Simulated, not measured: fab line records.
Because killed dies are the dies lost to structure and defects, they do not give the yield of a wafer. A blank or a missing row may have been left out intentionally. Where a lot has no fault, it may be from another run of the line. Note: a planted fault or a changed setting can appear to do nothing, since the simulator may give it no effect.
Problem report in the 8D (eight disciplines) form, filled by code | flow n5 finfet | the parts of the form that need people (team, actions taken, sign-off) are left out

== 1. PROBLEM STATEMENT ==
At N5_HKMG_FIN_ETCH_54, etch rf on time s averages 172.9 s over 3 wafers from 2 lots, while fault-free wafers read 75.4 s, standard deviation 1.1. That is +89 standard deviations from the usual mean.
The step: etches SiARC in CF4, target depth 45.5 nm, time 75.8 s.
Seen first at day 6 03:52 on rie diel-01, wafer L654.6. Wafers with a number at this step in the record: 30, from 10 lots. Rule for "out" (also "out of limits"): further than 4 standard deviations from the usual mean. Any other wafer with a number is counted as sound.

== 2. WHAT IT IS AND WHAT IT IS NOT ==
question                    | is                          | is not
which readings at this step | etch rf on time s, rf vpp V | drypump motor current A, showerhead plenum p Torr, throttle valve pct
which lots                  | L654, L656                  | L646, L648, L658, L659, L660, L663, L668, L669
which wafers of those lots  | L654.6, L656.4, L656.5      | L654.2, L654.4, L656.2
read on which tools         | rie diel-01                 | rie diel-05, rie diel-06
when                        | from day 6 03:52            | up to then (8 sound wafers); but 19 sound wafers of L656, L658, L659, L660, L663, L668, L669 came after

== 3. SUSPECTS, AND WHAT RULES EACH OUT ==
Counting: a tool at a process step up to the reading stays a suspect if it ran every lot that is out. Sound lots after the first of them don't rule it out here, since some wafers of a struck lot are sound.
- rie diel-01 at N5_HKMG_FIN_ETCH_54 (etches SiARC in CF4, target depth 45.5 nm, time 75.8 s): kept. It processed each lot that is out (first: L654, day 6 03:52); up to then, its last sound lot is L648 (day 4 11:50). Out on those wafers are its own readings of etch rf on time s, rf vpp V.
- Within rie diel-01 at N5_HKMG_FIN_ETCH_54: the wafers that are out ran in chamber 0; their sound lot-mates ran in chambers 1, 3.
After counting, what remains is rie diel-01 at N5_HKMG_FIN_ETCH_54.

== 4. THE CAUSE (what the simulator had put in) ==
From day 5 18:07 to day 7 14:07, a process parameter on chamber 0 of rie diel-01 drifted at N5_HKMG_FIN_ETCH_54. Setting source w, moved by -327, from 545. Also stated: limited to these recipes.
The count eliminated every tool but this one.

== 5. THE CHAIN OF EFFECTS, in route order ==
Rows list readings where the struck wafers' mean (over those with a number) sits beyond 3 standard deviations from the usual. Only readings whose record carries a usual standard deviation are examined. hours: median over the lots of the time between each lot's start at the first step of this table that gives one and its start at this step. sigmas: the change, counted in usual standard deviations.
hours | step                | reading           | usual     | on struck wafers | change | sigmas
0     | N5_HKMG_FIN_ETCH_54 | etch rf on time s | 75.4 s    | 172.9            | +97.5  | +89
0     | N5_HKMG_FIN_ETCH_54 | oes product au    | 0.69 a.u. | 0.46             | -0.23  | -3.0
0     | N5_HKMG_FIN_ETCH_54 | rf vpp V          | 184.1 V   | 251.1            | +67.0  | +52
Here are the process steps it includes:
- N5_HKMG_FIN_ETCH_54: etches SiARC in CF4, target depth 45.5 nm, time 75.8 s.
At these later measuring or inspecting steps, every struck wafer for which the step has a row has a number for every such reading, and none has moved that far: N5_BEOL_M4_RC_MEAS_101.

== 6. HOW IT WOULD HAVE BEEN CAUGHT EARLIER ==
In this record the first reading out of limits was taken at day 6 03:52, 10 hours after the fault began at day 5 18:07.
